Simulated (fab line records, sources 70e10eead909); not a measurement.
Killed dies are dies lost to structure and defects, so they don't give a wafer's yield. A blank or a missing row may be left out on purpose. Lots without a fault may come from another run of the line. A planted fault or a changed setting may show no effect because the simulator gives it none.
A struck lot beside a sound one | flow nand_harc | 40 steps out of a route of 1159
Sound: wafers L764.1, L764.3, L764.4. Struck: wafer L777.2. (L777.4, L777.6 of the same lot were not struck and are left out.) The cause comes at the end.
At each step with rows: each side's tool, then ch and its chambers, then its first start. Under that, the readings that differ: sound wafers | struck wafers | difference of the means | sigmas: that difference in standard deviations of wafers without a fault.
alike: readings whose means differ by less than 2 such deviations, and words and numbers that are the same on both sides. not compared: withheld readings, readings that some wafer has no value for, bounds like >300 that may hide the same value, and numbers for which the record gives no deviation and whose values overlap.
The two part at a step that has a row with sigmas, a row that says differs or no value, or rows on one side only. Numbers that don't overlap but have no deviation are shown without sigmas and don't part them. A reading that every wafer of one side lacks parts them only if that side has two wafers or more.

NHARC_P_M1_CD_MEAS_09: target cd 130 nm.
  sound on cd_sem-03 ch 0, day 7 23:41; struck on cd_sem-03 ch 0, day 11 02:05
  reading    | sound             | struck | difference | sigmas
  cd_nm (nm) | 130.4 131.4 131.4 | 128.8  | -2.3       | -3
NHARC_P_M1_OVL_MEAS_10: pitch 260 nm.
  sound on overlay-02, day 7 23:47; struck on overlay-02, day 11 02:11
  reading           | sound       | struck | difference | sigmas
  overlay_x_nm (nm) | 0.6 1.4 0.9 | -1.0   | -2.0       | -2
  alike: overlay_y_nm
NHARC_P_M1_INSPECT_11:
  sound on defect_inspect-01, day 7 23:49; struck on defect_inspect-01, day 11 02:13
  reading          | sound | struck | difference | sigmas
  raw_defect_count | 0 2 6 | 11     | +8         | +4
then, 3 steps without rows for these wafers: NHARC_P_M1_DESCUM_14 (chemistry O2, time 3 s); NHARC_P_M1_ETCH_35 (etches the open film in N2/H2, target depth 40 nm, overetch 12 nm, time 43.94 s); NHARC_P_M1_ETCH_15 (etches the open film in C4F8/Ar, target depth 182.5 nm, time 91.2 s).
NHARC_P_M1_CD_MEAS_16:
  sound on cd_sem-02, day 8 00:11; struck on cd_sem-02, day 11 02:35
  reading    | sound             | struck | difference | sigmas
  cd_nm (nm) | 129.4 130.7 130.9 | 127.1  | -3.2       | -3
then, 5 steps without rows for these wafers: NHARC_P_M1_STRIP_18 (strips in N2/H2); NHARC_P_M1_ETCH_28 (etches the open film in CF4/N2, target depth 30 nm, time 72.99 s); NHARC_P_M1_STRIP_19 (strips in post etch residue remover, time 600 s); NHARC_P_M1_DEGAS_29 (time 60 s); NHARC_P_M1_PRE_CLEAN_30 (time 30 s).
NHARC_P_M1_PVD_20: deposits TaN, target thk 5 nm, time 8.06 s.
  sound on pvd_sputter-01, day 8 01:01; struck on pvd_sputter-02, day 11 03:29
  alike: cathode_dc_power_W, chamber_pressure_pa, throttle_valve_pct
then, 2 steps without rows for these wafers: NHARC_P_M1_PVD_21 (deposits Cu, target thk 30 nm, time 20.49 s); NHARC_P_M1_ECD_22 (material Cu, target thk 400 nm).
NHARC_P_M1_ANNEAL_31: time 90 s.
  sound on rtp_anneal-01 ch 0, day 8 01:44; struck on rtp_anneal-02 ch 0, day 11 04:08
  alike: wafer_temp_C_max
then, 1 step without rows for these wafers: NHARC_P_M1_CMP_23 (polishes, t overpolish 20 s, target thk 157.82 nm).
NHARC_P_M1_THK_MEAS_24: measures by xrf.
  sound on film_metro-01, day 8 02:23; struck on film_metro-01, day 11 04:45
  alike: thk_nm
then, 1 step without rows for these wafers: NHARC_P_M1_SRD_25.
NHARC_P_M1_PRE_CLEAN_32: time 12 s.
  sound on pecvd-03 ch 0,1, day 8 02:50; struck on pecvd-02 ch 2, day 11 04:59
  alike: heater_power_w
then, 11 steps without rows for these wafers: NHARC_P_M1_DEP_33 (deposits SiCN, target thk 30 nm); NHARC_P_M2_DEP_00 (deposits SiOC, target thk 182.5 nm); NHARC_P_M2_DEHYDRATE_01 (time 120 s); NHARC_P_M2_HMDS_02 (time 30 s); NHARC_P_M2_COAT_34 (time 65 s); NHARC_P_M2_COAT_03 (resist thk 90 nm); NHARC_P_M2_SOFTBAKE_04 (time 55 s); NHARC_P_M2_EBR_05; NHARC_P_M2_EXPOSE_06 (exposes mask P M2, target cd 170 nm); NHARC_P_M2_PEB_07 (peb time 65 s); NHARC_P_M2_DEVELOP_08 (develop time 35 s).
NHARC_P_M2_CD_MEAS_09: target cd 170 nm.
  sound on cd_sem-02 ch 0, day 8 04:11; struck on cd_sem-03 ch 0, day 11 06:17
  alike: cd_nm
NHARC_P_M2_OVL_MEAS_10: pitch 340 nm.
  sound on overlay-01, day 8 04:16; struck on overlay-01, day 11 06:23
  alike: overlay_x_nm, overlay_y_nm
NHARC_P_M2_DESCUM_14: chemistry O2, time 3 s.
  sound on rie_diel-02 ch 1,2,3, day 8 04:23; struck on rie_diel-02 ch 2, day 11 06:29
  reading                | sound             | struck | difference | sigmas
  oes_product_au (a.u.)  | 1.008 1.013 0.974 | 1.031  | +0.033     | +2
  rf_hours_counter_h (h) | 0 0 0             | 3      | +3         |
  alike: drypump_motor_current_A, mfc_ar_sccm, rf_vpp_V, showerhead_plenum_p_Torr, throttle_valve_pct
NHARC_P_M2_ETCH_35: etches the open film in N2/H2, target depth 40 nm, overetch 12 nm, time 43.94 s.
  sound on rie_diel-02 ch 0,2,3, day 8 04:28; struck on rie_diel-02 ch 0, day 11 06:34
  reading                | sound | struck | difference | sigmas
  rf_hours_counter_h (h) | 0 0 0 | 3      | +3         |
  alike: drypump_motor_current_A, mfc_ar_sccm, oes_product_au, rf_vpp_V, showerhead_plenum_p_Torr, throttle_valve_pct
NHARC_P_M2_ETCH_15: etches the open film in C4F8/Ar, target depth 182.5 nm, time 91.2 s.
  sound on rie_diel-02 ch 0,2,3; struck on rie_diel-02 ch 3
  reading                | sound | struck | difference | sigmas
  rf_hours_counter_h (h) | 0 0 0 | 3      | +3         |
  alike: oes_product_au, rf_vpp_V
NHARC_P_M2_CD_MEAS_16:
  sound on cd_sem-02, day 8 04:40; struck on cd_sem-03, day 11 06:47
  alike: cd_nm
then, 2 steps without rows for these wafers: NHARC_P_M2_STRIP_18 (strips in N2/H2); NHARC_P_M2_ETCH_28 (etches the open film in CF4/N2, target depth 30 nm, time 72.99 s).
-- the record jumps here: 14 days lie between the struck wafers' starts before and after (it left off in module P_M2 and takes up again in module END, whose first step shown is number 1159 of the route) --
NHARC_END_SORT_01:
  the record has rows for the struck wafers here (prober-02 ch 0, day 25 02:37) and none for the sound ones

WHERE THEY PART
First at NHARC_P_M1_CD_MEAS_09; last, within this record, at NHARC_END_SORT_01.

WHY: what the simulator had put in
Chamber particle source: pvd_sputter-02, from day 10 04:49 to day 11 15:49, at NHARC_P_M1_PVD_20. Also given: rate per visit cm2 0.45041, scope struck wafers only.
